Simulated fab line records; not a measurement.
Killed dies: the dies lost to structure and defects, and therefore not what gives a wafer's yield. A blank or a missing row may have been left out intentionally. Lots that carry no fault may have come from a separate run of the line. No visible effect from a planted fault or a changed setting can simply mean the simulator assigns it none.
fab line records ; flow n5_finfet
[record] lots = 12; wafers = 34; last_day = 18
route steps=1938 shown DUMMY_GATE@237 SPACER0@259 PASSIVATION@1936
lots untouched by any fault: they come from a run of this same line in which no faults occurred
start_h: hours from the record's opening day to when the first of the lot's shown wafers began ; wait_h: hours elapsed since this lot's preceding step ; " as in the row above ; L1.1+2: a single row standing in for several wafers ; - value missing, or start not given ; * or withheld: withheld ; < > ~ a bound
route shown NAME@n: a module of which the file shows steps, and the number in the route of the first ; usual: average and standard deviation across the fault-free wafers ; same: alike in all rows ; chamber/n: place in a boat ; sites: each site's reading ; _std_site: standard deviation across them ; _edge_site: outer sites' mean less inner sites' ; radius_mm: for every site, how far away it sits from the centre of the wafer ; mask NAME#n: copy n ; behind: tool/chamber where the wafer was last shaped ; hold: reason for holding the lot/hours on hold/outcome of the hold ; device: whichever transistor did not switch (one of n, p or np) ; end of line: the route-end tests of the same wafers ; for a step that has no rows: nothing shown but its recipe ; killed: dies lost to structure and defects at the first sort, not the wafer's yield ; map: a wafer's dies, marking killed ones x, the rest . and places with no die _
set.NAME: the setting that was run; set.NAME@STEP: the one run at that earlier step ; model.NAME: the simulator's own value behind a step, which no gauge read
steps of the route over a sample of lots; a table a step, a row a wafer
services: when a tool's chamber went out of use (start_h, in hours from the record's first day, below 0 if earlier), for how many hours, and the reason
[[steps]]
[step N5_DUMMY_GATE_ETCH_37]
[recipe] chemistry = N2/H2; target = SOC; target_depth_a = 600; overetch_a = 300; temp_c = 40; ion_energy_ev = 200; pressure_mtorr = 30; source_w = 840; bias_w = 150; n2_flow_sccm = 200; h2_flow_sccm = 200
[usual] drypump_motor_current_A = 5.7/0.46; oes_product_au = 0.63/0.076; rf_vpp_V = 523.9/2.3; showerhead_plenum_p_Torr = 2.54/0.077; throttle_valve_pct = 17.72/0.23
lot.wafer;tool;chamber;start_h;wait_h;drypump_motor_current_A;oes_product_au;rf_hours_counter_h;rf_vpp_V;showerhead_plenum_p_Torr;throttle_valve_pct
L228.2;rie_diel-05;1;54.97;0.0;6.0;0.55;211;525.6;2.61;17.57
L228.3;rie_diel-05;0;54.97;0.0;5.2;0.59;152;521.9;2.46;17.83
L228.6;rie_diel-05;0;54.97;0.0;5.1;0.59;-;521.3;2.46;17.82
L230.2;rie_diel-01;2;71.32;0.0;5.3;0.55;252;524.3;2.46;17.60
L230.6;rie_diel-01;2;71.32;0.0;5.3;0.54;-;523.3;2.46;17.59
L231.2;rie_diel-03;1;75.25;0.0;6.6;0.63;125;523.9;2.54;17.69
L231.3;rie_diel-03;2;75.25;0.0;5.8;0.65;77;524.5;2.58;17.54
L231.5;rie_diel-03;2;75.25;0.0;5.8;0.65;-;525.0;2.58;17.56
L233.1;rie_diel-03;2;83.03;0.0;5.8;0.64;80;525.9;2.58;17.55
L233.3;rie_diel-03;3;83.03;0.0;6.5;0.77;2;527.8;2.71;17.57
L233.5;rie_diel-03;0;83.03;0.0;6.0;0.69;-;525.9;2.59;17.96
L234.1;rie_diel-05;2;88.84;0.0;5.0;0.70;43;521.0;2.47;17.66
L234.2;rie_diel-05;1;88.84;0.0;5.9;0.54;222;525.3;2.60;17.60
L234.4;rie_diel-05;0;88.84;0.0;5.2;0.59;-;520.1;2.45;17.84
L235.2;rie_diel-05;3;93.67;0.0;5.8;0.58;178;526.0;2.64;18.11
L235.3;rie_diel-05;0;93.67;0.0;5.1;0.59;164;522.4;2.45;17.84
L235.4;rie_diel-05;2;93.67;0.0;5.0;0.70;44;521.4;2.47;17.67
L237.3;rie_diel-05;2;109.30;0.0;5.1;0.70;48;522.1;2.46;17.67
L237.4;rie_diel-05;0;109.30;0.0;5.2;0.58;168;521.7;2.45;17.86
L237.6;rie_diel-05;3;109.30;0.0;5.8;0.58;-;524.7;2.64;18.11
L242.1;rie_diel-05;0;136.92;0.0;5.1;0.58;175;521.0;2.45;17.85
L242.4;rie_diel-05;3;136.92;0.0;5.8;0.57;190;527.7;2.64;18.13
L242.6;rie_diel-05;0;136.92;0.0;5.1;0.58;-;521.2;2.45;17.86
L245.1;rie_diel-01;2;156.14;0.0;5.3;0.74;11;523.0;2.46;17.25
L245.4;rie_diel-01;1;156.14;0.0;5.4;0.70;24;521.5;2.49;17.24
L246.3;rie_diel-05;2;160.19;0.0;5.0;0.68;64;522.1;2.46;17.68
L246.5;rie_diel-05;0;160.19;0.0;5.2;0.57;-;520.5;2.44;17.88
L246.6;rie_diel-05;2;160.19;0.0;5.0;0.68;-;523.0;2.46;17.70
L248.2;rie_diel-05;2;172.36;0.0;5.0;0.68;66;521.2;2.46;17.72
L248.5;rie_diel-05;0;172.36;0.0;5.1;0.57;-;518.9;2.44;17.88
L248.6;rie_diel-05;1;172.36;0.0;6.0;0.53;-;525.1;2.59;17.63
L249.4;rie_diel-05;3;179.54;0.0;5.8;0.57;200;525.0;2.63;18.15
L249.5;rie_diel-05;2;179.54;0.0;5.0;0.68;-;521.0;2.46;17.68
L249.6;rie_diel-05;3;179.54;0.0;5.8;0.57;-;527.1;2.63;18.13
[step N5_DUMMY_GATE_INSPECT_27]
[recipe] inspect_instrument = brightfield; mode = aei
[usual] raw_defect_count = 308/80
lot.wafer;tool;chamber;start_h;wait_h;raw_defect_count
L228.2;defect_inspect-01;-;56.11;0.0;261
L228.3;defect_inspect-01;-;56.11;0.0;288
L228.6;defect_inspect-01;-;56.11;0.0;308
L230.2;defect_inspect-02;-;72.60;0.0;507
L230.6;defect_inspect-02;-;72.60;0.0;354
L231.2;defect_inspect-01;-;76.25;0.0;282
L231.3;defect_inspect-01;-;76.25;0.0;290
L231.5;defect_inspect-01;-;76.25;0.0;278
L233.1;defect_inspect-01;-;84.55;0.0;230
L233.3;defect_inspect-01;-;84.55;0.0;255
L233.5;defect_inspect-01;-;84.55;0.0;147
L234.1;defect_inspect-02;-;89.84;0.0;227
L234.2;defect_inspect-02;-;89.84;0.0;203
L234.4;defect_inspect-02;-;89.84;0.0;293
L235.2;defect_inspect-01;-;94.68;0.0;243
L235.3;defect_inspect-01;-;94.68;0.0;209
L235.4;defect_inspect-01;-;94.68;0.0;230
L237.3;defect_inspect-01;-;110.31;0.0;339
L237.4;defect_inspect-01;-;110.31;0.0;186
L237.6;defect_inspect-01;-;110.31;0.0;270
L242.1;defect_inspect-01;-;138.12;0.0;263
L242.4;defect_inspect-01;-;138.12;0.0;274
L242.6;defect_inspect-01;-;138.12;0.0;293
L245.1;defect_inspect-02;-;157.22;0.0;361
L245.4;defect_inspect-02;-;157.22;0.0;334
L246.3;defect_inspect-02;-;161.24;0.0;420
L246.5;defect_inspect-02;-;161.24;0.0;302
L246.6;defect_inspect-02;-;161.24;0.0;250
L248.2;defect_inspect-02;-;173.36;0.0;475
L248.5;defect_inspect-02;-;173.36;0.0;463
L248.6;defect_inspect-02;-;173.36;0.0;536
L249.4;defect_inspect-01;-;180.71;0.0;275
L249.5;defect_inspect-01;-;180.71;0.0;187
L249.6;defect_inspect-01;-;180.71;0.0;399
[step N5_SPACER0_ALD_00]
[recipe] material = SiOCN; target_thk_a = 35; temp_c = 400; ald_precursor_family = alkyl-aminosilane; ald_co_reactant = O2/N2-plasma; pulse_time_s = 3; purge_time_s = 2; co_reactant_purge_time_s = 2; ald_cycles = 58; pressure_torr = 2
[usual] ald_cycles = 58/0; heater_power_outer_w = 508/44; heater_power_w = 833/76; precursor_pulse_height_rel = 0.998/0.022; susceptor_temp_C = 399.97/0.22
lot.wafer;tool;chamber;start_h;wait_h;ald_cycles;heater_power_outer_w;heater_power_w;precursor_pulse_height_rel;susceptor_temp_C
L228.2;ald_sin-02;2;56.31;0.1;58;540;971;0.969;400.27
L228.3;ald_sin-02;0;56.31;0.1;58;498;816;1.029;399.63
L228.6;ald_sin-02;0;56.31;0.1;58;498;844;0.995;399.97
L230.2;ald_sin-02;1;72.79;0.1;58;468;816;0.998;399.75
L230.6;ald_sin-02;2;72.79;0.1;58;544;943;0.995;399.91
L231.2;ald_sin-02;2;76.46;0.1;58;553;941;0.994;400.18
L231.3;ald_sin-02;3;76.46;0.1;58;480;769;1.002;399.80
L231.5;ald_sin-02;2;76.46;0.1;58;536;933;1.019;400.33
L233.1;ald_sin-01;0;84.74;0.1;58;564;948;0.996;399.87
L233.3;ald_sin-01;3;84.74;0.1;58;485;775;1.011;400.23
L233.5;ald_sin-01;0;84.74;0.1;58;574;919;0.977;400.11
L234.1;ald_sin-02;2;90.95;0.1;58;559;929;0.999;399.64
L234.2;ald_sin-02;0;90.95;0.1;58;500;835;1.002;399.96
L234.4;ald_sin-02;3;90.95;0.1;58;468;769;0.963;399.91
L235.2;ald_sin-02;0;94.87;0.1;58;509;816;0.997;400.14
L235.3;ald_sin-02;2;94.87;0.1;58;558;966;0.985;400.23
L235.4;ald_sin-02;3;94.87;0.1;58;455;758;0.965;400.10
L237.3;ald_sin-02;3;110.50;0.1;58;456;755;1.041;399.78
L237.4;ald_sin-02;1;110.50;0.1;58;480;812;1.042;399.67
L237.6;ald_sin-02;3;110.50;0.1;58;458;762;1.004;400.05
L242.1;ald_sin-02;1;138.30;0.1;43;473;817;0.995;400.44
L242.4;ald_sin-02;1;138.30;0.1;58;467;786;0.995;400.26
L242.6;ald_sin-02;0;138.30;0.1;43;504;816;1.013;400.29
L245.1;ald_sin-02;2;157.43;0.1;43;542;951;0.979;400.01
L245.4;ald_sin-02;0;157.43;0.1;58;508;830;0.979;399.84
L246.3;ald_sin-02;0;161.43;0.1;58;510;824;1.022;400.08
L246.5;ald_sin-02;3;161.43;0.1;58;452;769;1.005;400.21
L246.6;ald_sin-02;2;161.43;0.1;43;544;941;1.013;399.51
L248.2;ald_sin-01;1;173.55;0.1;58;495;800;0.986;400.41
L248.5;ald_sin-01;2;173.55;0.1;58;492;779;1.022;400.05
L248.6;ald_sin-01;1;173.55;0.1;58;489;799;0.996;399.97
L249.4;ald_sin-01;0;181.69;0.1;58;557;941;1.009;399.99
L249.5;ald_sin-01;1;181.69;0.1;58;492;786;1.005;400.36
L249.6;ald_sin-01;2;181.69;0.1;58;503;780;0.996;399.81
[step N5_SPACER0_INSPECT_04]
[recipe] inspect_instrument = darkfield; mode = post_dep
[usual] raw_defect_count = 144/35
lot.wafer;tool;chamber;start_h;wait_h;raw_defect_count
L228.2;defect_inspect-02;-;56.73;0.1;126
L228.3;defect_inspect-02;-;56.73;0.1;150
L228.6;defect_inspect-02;-;56.73;0.1;156
L230.2;defect_inspect-02;-;73.20;0.1;206
L230.6;defect_inspect-02;-;73.20;0.1;136
L231.2;defect_inspect-01;-;76.87;0.1;132
L231.3;defect_inspect-01;-;76.87;0.1;144
L231.5;defect_inspect-01;-;76.87;0.1;122
L233.1;defect_inspect-02;-;85.15;0.1;124
L233.3;defect_inspect-02;-;85.15;0.1;119
L233.5;defect_inspect-02;-;85.15;0.1;122
L234.1;defect_inspect-01;-;91.36;0.1;129
L234.2;defect_inspect-01;-;91.36;0.1;122
L234.4;defect_inspect-01;-;91.36;0.1;191
L235.2;defect_inspect-02;-;95.28;0.1;136
L235.3;defect_inspect-02;-;95.28;0.1;90
L235.4;defect_inspect-02;-;95.28;0.1;124
L237.3;defect_inspect-01;-;110.92;0.1;136
L237.4;defect_inspect-01;-;110.92;0.1;110
L237.6;defect_inspect-01;-;110.92;0.1;113
L242.1;defect_inspect-01;-;138.72;0.1;136
L242.4;defect_inspect-01;-;138.72;0.1;146
L242.6;defect_inspect-01;-;138.72;0.1;117
L245.1;defect_inspect-02;-;157.84;0.1;163
L245.4;defect_inspect-02;-;157.84;0.1;132
L246.3;defect_inspect-01;-;161.85;0.1;156
L246.5;defect_inspect-01;-;161.85;0.1;116
L246.6;defect_inspect-01;-;161.85;0.1;109
L248.2;defect_inspect-01;-;173.97;0.1;220
L248.5;defect_inspect-01;-;173.97;0.1;214
L248.6;defect_inspect-01;-;173.97;0.1;241
L249.4;defect_inspect-02;-;182.11;0.1;186
L249.5;defect_inspect-02;-;182.11;0.1;109
L249.6;defect_inspect-02;-;182.11;0.1;190
[step N5_PASSIVATION_PROBE_49]
[usual] killed_at_M0_to_M3 = 32/11; killed_at_M4_up = 12/4.4; killed_at_contacts = 13/6.1; killed_at_front_end = 39/12; killed_at_other = 3.9/3; killed_dies = 100/17; killed_on_rim = 13/3.9; killed_open = 66/12; killed_short = 33/7.4
[same] gross_dies = 1180; killed_at_back_side = 0
lot.wafer;tool;chamber;start_h;wait_h;killed_at_M0_to_M3;killed_at_M4_up;killed_at_contacts;killed_at_front_end;killed_at_other;killed_dies;killed_on_rim;killed_open;killed_short
L228.2;prober-01;-;293.30;0.1;42;13;2;34;5;96;13;61;33
L228.3;prober-01;-;293.35;0.1;55;8;4;47;4;118;19;67;48
L228.6;prober-01;-;293.50;0.3;26;8;10;34;3;81;11;53;25
L231.2;prober-02;-;309.98;0.1;35;17;11;50;2;115;9;69;43
L231.3;prober-02;-;310.03;0.1;19;15;19;43;4;100;11;58;38
L231.5;prober-02;-;310.13;0.2;19;10;20;34;3;86;14;59;23
L234.1;prober-01;-;322.64;0.0;31;5;13;39;4;92;8;55;35
L234.2;prober-01;-;322.69;0.1;33;3;7;58;1;102;13;69;33
L234.4;prober-01;-;322.79;0.2;51;5;18;19;5;98;16;62;36
L230.2;prober-01;-;325.23;0.1;40;7;18;38;8;111;14;80;29
L230.6;prober-01;-;325.43;0.3;37;10;10;40;2;99;16;61;35
L233.1;prober-01;-;327.16;0.0;17;12;19;45;3;96;13;64;25
L233.3;prober-01;-;327.26;0.1;36;16;8;36;5;101;13;65;36
L233.5;prober-01;-;327.36;0.2;26;14;15;49;4;108;15;69;39
L235.2;prober-02;-;332.03;0.1;36;13;19;35;6;109;15;64;45
L235.3;prober-02;-;332.08;0.1;23;13;13;59;6;114;13;68;42
L235.4;prober-02;-;332.13;0.2;18;6;10;46;2;82;8;46;36
L237.3;prober-02;-;340.28;0.1;25;9;11;32;2;79;6;45;30
L237.4;prober-02;-;340.33;0.2;17;17;17;28;1;80;14;59;20
L237.6;prober-02;-;340.43;0.3;24;14;3;24;2;67;7;45;22
L242.1;prober-01;-;374.27;0.0;32;14;3;51;1;101;9;75;26
L242.4;prober-01;-;374.42;0.2;27;13;16;32;1;89;10;64;25
L242.6;prober-01;-;374.52;0.3;27;15;12;41;3;98;10;68;28
L246.3;prober-02;-;394.13;0.1;29;10;4;42;5;90;10;62;23
L246.5;prober-02;-;394.23;0.2;45;14;1;43;6;109;16;71;38
L246.6;prober-02;-;394.28;0.3;38;10;10;34;1;93;10;60;32
L245.1;prober-01;-;396.01;0.0;47;7;12;59;3;128;15;75;39
L248.2;prober-01;-;421.79;0.1;22;14;5;58;5;104;16;72;31
L248.5;prober-01;-;421.94;0.2;24;9;19;32;5;89;14;63;24
L248.6;prober-01;-;421.99;0.3;15;11;8;36;9;79;9;55;23
L249.4;prober-01;-;432.62;0.2;28;8;14;51;9;110;9;76;29
L249.5;prober-01;-;432.67;0.2;39;13;10;47;5;114;13;72;42
L249.6;prober-01;-;432.72;0.3;35;5;22;54;7;123;12;84;39
// killed by level:class
L228.2 BEOL_M0_SAQP:geometric_particle:short=11 BEOL_M0_SAQP:geometric_particle:open=10 STI_FIN_REVEAL:geometric_particle:open=9 BEOL_M2:geometric_particle:open=9 BEOL_M4:geometric_particle:open=8 FIN_SAQP:geometric_particle:open=6 BEOL_M3:geometric_particle:open=6 STI_FIN_REVEAL:geometric_particle:short=5
L228.3 BEOL_M0_SAQP:geometric_particle:short=13 STI_FIN_REVEAL:geometric_particle:open=11 BEOL_M0_SAQP:geometric_particle:open=11 FIN_SAQP:geometric_particle:open=8 BEOL_M2:geometric_particle:open=7 GATE_CUT:geometric_particle:short=6 BEOL_M3:geometric_particle:open=5 BEOL_M4:geometric_particle:open=5
L228.6 STI_FIN_REVEAL:geometric_particle:open=10 MOL_CONTACT_COAG:geometric_particle:open=9 FIN_SAQP:geometric_particle:short=5 BEOL_M3:geometric_particle:open=5 FIN_SAQP:geometric_particle:open=4 BEOL_M0_SAQP:geometric_particle:short=4 BEOL_M1:geometric_particle:open=4 DUMMY_GATE:geometric_particle:open=3
L231.2 FIN_SAQP:geometric_particle:open=19 BEOL_M0_SAQP:geometric_particle:short=11 FIN_SAQP:geometric_particle:short=10 MOL_CONTACT_COAG:geometric_particle:open=7 BEOL_M2:geometric_particle:open=6 DUMMY_GATE:geometric_particle:open=5 BEOL_M0_SAQP:geometric_particle:open=5 BEOL_M3:geometric_particle:open=5
L231.3 FIN_SAQP:geometric_particle:open=14 MOL_CONTACT_COAG:geometric_particle:open=13 BEOL_M0:geometric_particle:open=5 BEOL_M5:geometric_particle:short=5 STI_FIN_REVEAL:geometric_particle:open=4 BEOL_M0_SAQP:geometric_particle:short=4 DUMMY_GATE:geometric_particle:open=4 ILD0:geometric_particle:short=4
L231.5 MOL_CONTACT_COAG:geometric_particle:open=18 FIN_SAQP:geometric_particle:open=10 FIN_SAQP:geometric_particle:short=8 STARTING-WAFER:geometric_particle:open=6 BEOL_M0_SAQP:geometric_particle:open=5 DUMMY_GATE:geometric_particle:open=4 BEOL_M4:geometric_particle:open=4 BEOL_M0_SAQP:geometric_particle:short=3
L234.1 MOL_CONTACT_COAG:geometric_particle:open=11 BEOL_M0_SAQP:geometric_particle:short=8 STI_FIN_REVEAL:geometric_particle:open=6 DUMMY_GATE:geometric_particle:open=6 GATE_CUT:geometric_particle:short=6 BEOL_M0:geometric_particle:open=5 STARTING-WAFER:geometric_particle:open=5 GATE_CUT:geometric_particle:open=4
L234.2 STI_FIN_REVEAL:geometric_particle:open=18 FIN_SAQP:geometric_particle:open=13 BEOL_M0_SAQP:geometric_particle:open=12 BEOL_M0_SAQP:geometric_particle:short=11 FIN_SAQP:geometric_particle:short=9 MOL_CONTACT_COAG:geometric_particle:open=6 BEOL_M3:geometric_particle:open=5 GATE_CUT:geometric_particle:short=4
L234.4 MOL_CONTACT_COAG:geometric_particle:open=14 BEOL_M0_SAQP:geometric_particle:open=11 BEOL_M0_SAQP:geometric_particle:short=11 BEOL_M3:geometric_particle:open=10 BEOL_M1:geometric_particle:open=6 BEOL_M3:geometric_particle:short=5 MOL_CONTACT_COAG:geometric_particle:short=4 FIN_SAQP:geometric_particle:short=3
L230.2 BEOL_M1:geometric_particle:open=11 BEOL_M2:geometric_particle:open=11 FIN_SAQP:geometric_particle:open=10 MOL_CONTACT_COAG:geometric_particle:open=9 MOL_CONTACT_COAG:geometric_particle:short=8 BEOL_M0_SAQP:geometric_particle:open=7 BEOL_M3:geometric_particle:open=5 STI_FIN_REVEAL:geometric_particle:open=4
L230.6 FIN_SAQP:geometric_particle:short=14 BEOL_M1:geometric_particle:open=10 MOL_CONTACT_COAG:geometric_particle:open=8 BEOL_M0_SAQP:geometric_particle:open=7 DUMMY_GATE:geometric_particle:open=5 GATE_CUT:geometric_particle:short=5 BEOL_M0_SAQP:geometric_particle:short=5 BEOL_M8:geometric_particle:open=4
L233.1 MOL_CONTACT_COAG:geometric_particle:open=16 STI_FIN_REVEAL:geometric_particle:open=15 STI_FIN_REVEAL:geometric_particle:short=6 BEOL_M4:geometric_particle:open=6 HKMG_FIN:area_etch=6 BEOL_M0_SAQP:geometric_particle:open=4 FIN_SAQP:geometric_particle:short=4 GATE_CUT:geometric_particle:short=4
L233.3 BEOL_M0:geometric_particle:open=14 GATE_CUT:geometric_particle:short=9 BEOL_M4:geometric_particle:open=8 STI_FIN_REVEAL:geometric_particle:open=7 BEOL_M1:geometric_particle:open=6 MOL_CONTACT_COAG:geometric_particle:open=5 FIN_SAQP:geometric_particle:short=4 BEOL_M3:geometric_particle:open=4
L233.5 STI_FIN_REVEAL:geometric_particle:open=15 FIN_SAQP:geometric_particle:short=13 MOL_CONTACT_COAG:geometric_particle:open=12 BEOL_M0_SAQP:geometric_particle:short=8 BEOL_M0_SAQP:geometric_particle:open=8 BEOL_M4:geometric_particle:open=8 GATE_CUT:geometric_particle:short=6 FIN_SAQP:geometric_particle:open=4
L235.2 MOL_CONTACT_COAG:geometric_particle:open=16 BEOL_M0_SAQP:geometric_particle:short=11 STI_FIN_REVEAL:geometric_particle:open=9 FIN_SAQP:geometric_particle:short=8 BEOL_M0_SAQP:geometric_particle:open=8 BEOL_M2:geometric_particle:open=6 BEOL_M3:geometric_particle:short=5 BEOL_M5:geometric_particle:open=5
L235.3 STI_FIN_REVEAL:geometric_particle:open=15 MOL_CONTACT_COAG:geometric_particle:open=11 FIN_SAQP:geometric_particle:short=9 BEOL_M0_SAQP:geometric_particle:short=9 FIN_SAQP:geometric_particle:open=7 BEOL_M4:geometric_particle:open=7 STI_FIN_REVEAL:geometric_particle:short=5 GATE_CUT:geometric_particle:short=5
L235.4 FIN_SAQP:geometric_particle:short=8 MOL_CONTACT_COAG:geometric_particle:open=7 FIN_SAQP:geometric_particle:open=6 STI_FIN_REVEAL:geometric_particle:open=6 STI_FIN_REVEAL:geometric_particle:short=5 BEOL_M0_SAQP:geometric_particle:short=5 STARTING-WAFER:geometric_particle:open=4 BEOL_M1:geometric_particle:open=4
L237.3 MOL_CONTACT_COAG:geometric_particle:open=10 FIN_SAQP:geometric_particle:short=6 BEOL_M1:geometric_particle:open=6 FIN_SAQP:geometric_particle:open=4 BEOL_M2:geometric_particle:open=4 STI_FIN_REVEAL:geometric_particle:open=3 GATE_CUT:geometric_particle:short=3 BEOL_M0_SAQP:geometric_particle:short=3
L237.4 MOL_CONTACT_COAG:geometric_particle:open=14 BEOL_M4:geometric_particle:open=12 FIN_SAQP:geometric_particle:short=6 BEOL_M0_SAQP:geometric_particle:short=6 FIN_SAQP:geometric_particle:open=5 DUMMY_GATE:geometric_particle:open=5 BEOL_M0_SAQP:geometric_particle:open=5 ILD0:geometric_particle:open=3
L237.6 BEOL_M0_SAQP:geometric_particle:short=8 BEOL_M0_SAQP:geometric_particle:open=8 FIN_SAQP:geometric_particle:open=7 BEOL_M5:geometric_particle:open=5 STI_FIN_REVEAL:geometric_particle:open=4 BEOL_M4:geometric_particle:open=4 ILD0:geometric_particle:short=3 MOL_CONTACT_COAG:geometric_particle:open=3
L242.1 STI_FIN_REVEAL:geometric_particle:open=15 FIN_SAQP:geometric_particle:open=10 BEOL_M1:geometric_particle:open=8 FIN_SAQP:geometric_particle:short=7 BEOL_M0_SAQP:geometric_particle:open=6 BEOL_M4:geometric_particle:open=6 BEOL_M2:geometric_particle:open=5 DUMMY_GATE:geometric_particle:open=4
L242.4 MOL_CONTACT_COAG:geometric_particle:open=13 BEOL_M1:geometric_particle:open=11 FIN_SAQP:geometric_particle:open=9 FIN_SAQP:geometric_particle:short=7 BEOL_M4:geometric_particle:open=6 BEOL_M2:geometric_particle:open=5 DUMMY_GATE:geometric_particle:open=5 STI_FIN_REVEAL:geometric_particle:open=4
L242.6 MOL_CONTACT_COAG:geometric_particle:open=12 FIN_SAQP:geometric_particle:open=9 STI_FIN_REVEAL:geometric_particle:open=9 DUMMY_GATE:geometric_particle:open=8 BEOL_M0_SAQP:geometric_particle:open=8 BEOL_M4:geometric_particle:open=7 BEOL_M0_SAQP:geometric_particle:short=6 BEOL_M3:geometric_particle:open=6
L246.3 FIN_SAQP:geometric_particle:open=11 BEOL_M0_SAQP:geometric_particle:open=9 BEOL_M1:geometric_particle:open=6 BEOL_M2:geometric_particle:open=6 FIN_SAQP:geometric_particle:short=5 DUMMY_GATE:geometric_particle:open=5 STI_FIN_REVEAL:geometric_particle:open=3 GATE_CUT:geometric_particle:short=3
L246.5 BEOL_M2:geometric_particle:open=14 FIN_SAQP:geometric_particle:open=10 FIN_SAQP:geometric_particle:short=8 BEOL_M0_SAQP:geometric_particle:short=8 BEOL_M3:geometric_particle:open=8 STI_FIN_REVEAL:geometric_particle:open=6 BEOL_M4:geometric_particle:open=6 DUMMY_GATE:geometric_particle:open=4
L246.6 FIN_SAQP:geometric_particle:open=12 BEOL_M0_SAQP:geometric_particle:short=12 BEOL_M1:geometric_particle:open=9 MOL_CONTACT_COAG:geometric_particle:open=8 BEOL_M0_SAQP:geometric_particle:open=8 FIN_SAQP:geometric_particle:short=5 STI_FIN_REVEAL:geometric_particle:open=4 BEOL_M1:geometric_particle:short=4
L245.1 FIN_CUT:area_etch=13 FIN_SAQP:geometric_particle:short=12 FIN_SAQP:geometric_particle:open=10 MOL_CONTACT_COAG:geometric_particle:open=10 BEOL_M0_SAQP:geometric_particle:short=9 BEOL_M0_SAQP:geometric_particle:open=9 BEOL_M1:geometric_particle:open=8 BEOL_M3:geometric_particle:open=8
L248.2 FIN_SAQP:geometric_particle:open=29 FIN_SAQP:geometric_particle:short=11 BEOL_M3:geometric_particle:open=8 BEOL_M0_SAQP:geometric_particle:short=6 MOL_CONTACT_COAG:geometric_particle:open=5 STI_FIN_REVEAL:geometric_particle:open=4 BEOL_M1:geometric_particle:open=4 BEOL_M4:geometric_particle:open=4
L248.5 MOL_CONTACT_COAG:geometric_particle:open=16 FIN_SAQP:geometric_particle:open=12 BEOL_M1:geometric_particle:open=10 GATE_CUT:geometric_particle:open=4 BEOL_M0_SAQP:geometric_particle:short=4 BEOL_M5:geometric_particle:short=3 STI_FIN_REVEAL:geometric_particle:open=3 DUMMY_GATE:geometric_particle:open=3
L248.6 FIN_SAQP:geometric_particle:open=9 FIN_SAQP:geometric_particle:short=7 STI_FIN_REVEAL:geometric_particle:open=6 MOL_CONTACT_COAG:geometric_particle:open=6 BEOL_M3:geometric_particle:open=4 BEOL_M4:geometric_particle:open=4 MIM_TOP_ETCH:geometric_particle:open=4 STARTING-WAFER:geometric_particle:open=4
L249.4 FIN_SAQP:geometric_particle:open=19 MOL_CONTACT_COAG:geometric_particle:open=11 BEOL_M0:geometric_particle:open=6 BEOL_M0_SAQP:geometric_particle:short=5 BEOL_M0_SAQP:geometric_particle:open=5 HKMG_FIN:area_etch=5 FIN_SAQP:geometric_particle:short=4 DUMMY_GATE:geometric_particle:open=4
L249.5 FIN_SAQP:geometric_particle:open=11 BEOL_M0_SAQP:geometric_particle:open=11 BEOL_M3:geometric_particle:open=9 GATE_CUT:geometric_particle:short=8 BEOL_M0_SAQP:geometric_particle:short=8 BEOL_M4:geometric_particle:open=8 MOL_CONTACT_COAG:geometric_particle:open=6 BEOL_M1:geometric_particle:open=6
L249.6 MOL_CONTACT_COAG:geometric_particle:open=16 BEOL_M2:geometric_particle:open=9 FIN_SAQP:geometric_particle:open=8 STI_FIN_REVEAL:geometric_particle:open=7 BEOL_M3:geometric_particle:open=7 MOL_CONTACT_COAG:geometric_particle:short=6 FIN_SAQP:geometric_particle:short=5 DUMMY_GATE:geometric_particle:open=5
[[services]]
tool;chamber;start_h;hours;kind
ald_sin-02;-;34.53;14.6;pm
rie_diel-01;1;50.43;1.8;repair
rie_diel-01;0;50.97;8.6;repair
rie_diel-05;2;52.48;3.9;repair
ald_sin-02;-;58.13;1.8;repair
rie_diel-01;2;76.26;18.7;repair
rie_diel-05;3;77.89;10.9;repair
rie_diel-03;0;77.97;4.1;repair
ald_sin-01;-;85.25;14.0;pm
ald_sin-01;0;85.25;14.0;vent_cycle
ald_sin-01;1;85.25;14.0;vent_cycle
ald_sin-01;2;85.25;14.0;vent_cycle
ald_sin-01;3;85.25;14.0;vent_cycle
rie_diel-01;3;87.47;5.0;repair
ald_sin-01;0;99.25;-;clean
ald_sin-01;1;99.25;-;clean
ald_sin-01;2;99.25;-;clean
ald_sin-01;3;99.25;-;clean
rie_diel-01;-;116.47;2.8;pm
rie_diel-05;0;118.41;3.1;repair
rie_diel-03;-;134.45;2.8;pm
rie_diel-05;-;139.00;2.8;pm
ald_sin-02;-;155.19;0.6;repair
rie_diel-05;3;158.44;5.2;repair
[[key]]
[first_sign] step = N5_SPACER0_ALD_00; reading = ald_cycles; direction = down; sigmas = 99+; usual = *; struck = *
effect none on later readings
met_at N5_SPACER0_ALD_00
struck_lots L242,L245,L246
struck_wafers L242.1,L242.6,L245.1,L246.6
tester_left_out L242,L245,L246
[baseline_loss] step = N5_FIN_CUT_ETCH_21; wafers = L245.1
not_acting_at N5_DUMMY_GATE_ETCH_37,N5_DUMMY_GATE_INSPECT_27,N5_SPACER0_INSPECT_04
onset_between 110.50 138.30
[fault] kind = process_parameter_drift; tool = ald_sin-02; chamber = -; onset_h = 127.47; steps = N5_SPACER0_ALD_00; channel = ald_cycles; offset = *; shape = step; end_h = 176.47; scope = struck_wafers_only; acts_in = *; stated = *
// tester_left_out: of these lots the tester's yield and bins aren't shown, on N5 and GAA mostly nor the transistor test; their killed dies are dies lost to structure and defects alone, not to doping, threshold or leakage, so they don't give the yield
// baseline_loss: these wafers lose ten dies or more at that step, a loss of the line's own and not of a fault; the sort's usual values leave them out
